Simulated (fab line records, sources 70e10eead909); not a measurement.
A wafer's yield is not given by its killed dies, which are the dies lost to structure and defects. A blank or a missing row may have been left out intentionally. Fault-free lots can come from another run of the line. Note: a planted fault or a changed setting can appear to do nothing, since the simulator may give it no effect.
Matching of chambers -- flow nand harc -- NHARC_A_M1_DEP_33 on pecvd-03 has 3 sister chambers
The step deposits SiCN, target thk 30 nm. 16 wafers are shown with their chamber, then 8 later ones without.

== WAFERS PAIRED WITH THEIR CHAMBERS ==
wafer,chamber,showerhead vpp V (V),heater power w (W)
L077.1,1,1383,490
L077.2,0,1368,526
L077.6,1,1391,480
L074.1,2,1289,712
L074.4,0,1378,651
L074.6,1,1371,581
L082.1,0,1377,610
L082.5,1,1377,597
L082.6,0,1394,618
L084.3,1,1385,526
L084.5,0,1369,628
L084.6,2,1297,682
L086.1,2,1311,698
L086.2,0,1367,606
L086.4,2,1301,696
L091.1,2,1294,682

SIGNATURES, as means of the wafers listed above
reading,chamber 0,chamber 1,chamber 2,scatter within a chamber
showerhead vpp V,1375.50,1381.40,1298.40,8.91
heater power w,606.50,534.80,694.00,40
Rule: for each reading, subtract the chamber's mean from the wafer's reading, divide by that reading's scatter and square the result; add these up over the readings and take the root, which gives the wafer's distance from the chamber. The wafer belongs to the nearest chamber; if the next one is less than 2 further off, it can't be placed. The scatter: take each reading less its chamber's mean, square it, sum over the shown wafers, divide by the number of wafers less the number of chambers, and take the root.

== WAFERS WITHOUT THEIR CHAMBER ==
wafer,showerhead vpp V (V),heater power w (W)
L091.2,1383,558
L091.3,1369,644
L090.1,1387,611
L090.3,1376,571
L090.4,1379,566
L096.1,1383,656
L096.3,1284,623
L096.4,1395,534

== WHICH CHAMBER EACH WENT THROUGH ==
wafer,from the rows above,in truth
L091.2,can't be placed: 1 or 0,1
L091.3,can't be placed: 0 or 1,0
L090.1,can't be placed: 0 or 1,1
L090.3,can't be placed: 0 or 1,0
L090.4,can't be placed: 1 or 0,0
L096.1,can't be placed: 0 or 1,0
L096.3,2,2
L096.4,can't be placed: 1 or 0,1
Correct placement for 1 of the 8. These rows do not allow placing 7 (true chamber among the candidates in 7). Number placed wrongly: 0.
